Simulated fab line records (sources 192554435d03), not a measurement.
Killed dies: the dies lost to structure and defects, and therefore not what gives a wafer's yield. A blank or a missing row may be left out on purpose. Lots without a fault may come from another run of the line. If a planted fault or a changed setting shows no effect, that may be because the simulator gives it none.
Matching of chambers + flow n5_finfet + 3 sister chambers for N5_BEOL_M10_ILD_DEP_00 on pecvd-04
The step deposits SiCOH lowk from DEMS/porogen, target thk 308.51 nm, time 58 s. 30 wafers are shown with their chamber, then 12 later ones without.

## WAFERS WITH THEIR CHAMBER
| wafer  | chamber | showerhead_plenum_p_Torr (Torr) | throttle_valve_pct (%) | heater_power_w (W) |
|--------|---------|---------------------------------|------------------------|--------------------|
| L075.1 | 0       | 5.738                           | 13.3                   | 260                |
| L075.3 | 1       | 5.701                           | 13.6                   | 291                |
| L075.6 | 1       | 5.705                           | 13.4                   | 225                |
| L076.3 | 0       | 5.742                           | 12.9                   | 258                |
| L076.4 | 1       | 5.729                           | 13.3                   | 291                |
| L076.6 | 0       | 5.734                           | 13.2                   | 254                |
| L077.1 | 2       | 5.750                           | 13.0                   | 300                |
| L077.2 | 1       | 5.717                           | 13.7                   | 261                |
| L077.6 | 2       | 5.737                           | 12.9                   | 297                |
| L079.1 | 0       | 5.730                           | 13.2                   | 257                |
| L079.4 | 1       | 5.708                           | 13.4                   | 247                |
| L079.5 | 0       | 5.737                           | 13.0                   | 257                |
| L081.2 | 0       | 5.750                           | 13.0                   | 231                |
| L081.3 | 1       | 5.717                           | 13.3                   | 249                |
| L081.6 | 0       | 5.741                           | 13.3                   | 244                |
| L082.1 | 2       | 5.740                           | 12.6                   | 298                |
| L082.4 | 0       | 5.731                           | 13.3                   | 225                |
| L082.5 | 1       | 5.711                           | 13.3                   | 219                |
| L083.1 | 2       | 5.751                           | 12.5                   | 273                |
| L083.3 | 0       | 5.747                           | 13.1                   | 238                |
| L083.4 | 0       | 5.739                           | 13.2                   | 239                |
| L085.1 | 0       | 5.738                           | 13.0                   | 227                |
| L085.4 | 0       | 5.739                           | 13.2                   | 234                |
| L085.5 | 2       | 5.741                           | 12.9                   | 252                |
| L086.3 | 2       | 5.756                           | 13.1                   | 241                |
| L086.5 | 2       | 5.755                           | 12.8                   | 257                |
| L086.6 | 0       | 5.753                           | 12.7                   | 255                |
| L087.1 | 2       | 5.742                           | 13.0                   | 290                |
| L087.3 | 0       | 5.744                           | 13.1                   | 253                |
| L087.5 | 1       | 5.725                           | 13.6                   | 272                |

SIGNATURES (averages over the wafers above)
| reading                  | chamber 0 | chamber 1 | chamber 2 | scatter within a chamber |
|--------------------------|-----------|-----------|-----------|--------------------------|
| showerhead_plenum_p_Torr | 5.74021   | 5.71413   | 5.74650   | 0.00772                  |
| throttle_valve_pct       | 13.107    | 13.450    | 12.850    | 0.179                    |
| heater_power_w           | 245.14    | 256.88    | 276.00    | 20.3                     |
Rule: a wafer lies at a distance from a chamber equal to the root of the sum of squares, over the readings, of (its reading less the chamber's mean, divided by the reading's scatter). The wafer belongs to the nearest chamber; if the next one is less than 2 further off, it can't be placed. The scatter: take each reading less its chamber's mean, square it, sum over the shown wafers, divide by the number of wafers less the number of chambers, and take the root.

## WAFERS WITHOUT THEIR CHAMBER
| wafer  | showerhead_plenum_p_Torr (Torr) | throttle_valve_pct (%) | heater_power_w (W) |
|--------|---------------------------------|------------------------|--------------------|
| L091.3 | 5.746                           | 13.0                   | 216                |
| L091.4 | 5.740                           | 12.9                   | 226                |
| L091.5 | 5.730                           | 13.7                   | 277                |
| L093.1 | 5.746                           | 13.2                   | 244                |
| L093.4 | 5.704                           | 13.5                   | 224                |
| L093.5 | 5.728                           | 13.0                   | 245                |
| L097.2 | 5.713                           | 13.6                   | 267                |
| L097.3 | 5.742                           | 13.1                   | 266                |
| L097.5 | 5.740                           | 12.9                   | 278                |
| L094.1 | 5.758                           | 12.7                   | 231                |
| L094.2 | 5.733                           | 13.1                   | 244                |
| L094.4 | 5.728                           | 13.6                   | 284                |

## THE CHAMBER EACH PASSED THROUGH
| wafer  | from the rows above          | in truth |
|--------|------------------------------|----------|
| L091.3 | can't be placed: 0 or 2      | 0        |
| L091.4 | can't be placed: 0 or 2      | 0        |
| L091.5 | can't be placed: 1 or 0      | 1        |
| L093.1 | can't be placed: 0 or 2      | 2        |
| L093.4 | 1                            | 1        |
| L093.5 | can't be placed: 0 or 2 or 1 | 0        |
| L097.2 | 1                            | 1        |
| L097.3 | can't be placed: 0 or 2      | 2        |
| L097.5 | can't be placed: 2 or 0      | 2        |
| L094.1 | can't be placed: 2 or 0      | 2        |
| L094.2 | can't be placed: 0 or 2      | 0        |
| L094.4 | can't be placed: 1 or 0      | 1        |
Placed correctly: 2 of 12. Not placeable from these rows: 10 (in 10, the candidates include the true chamber). Placed wrongly: 0.
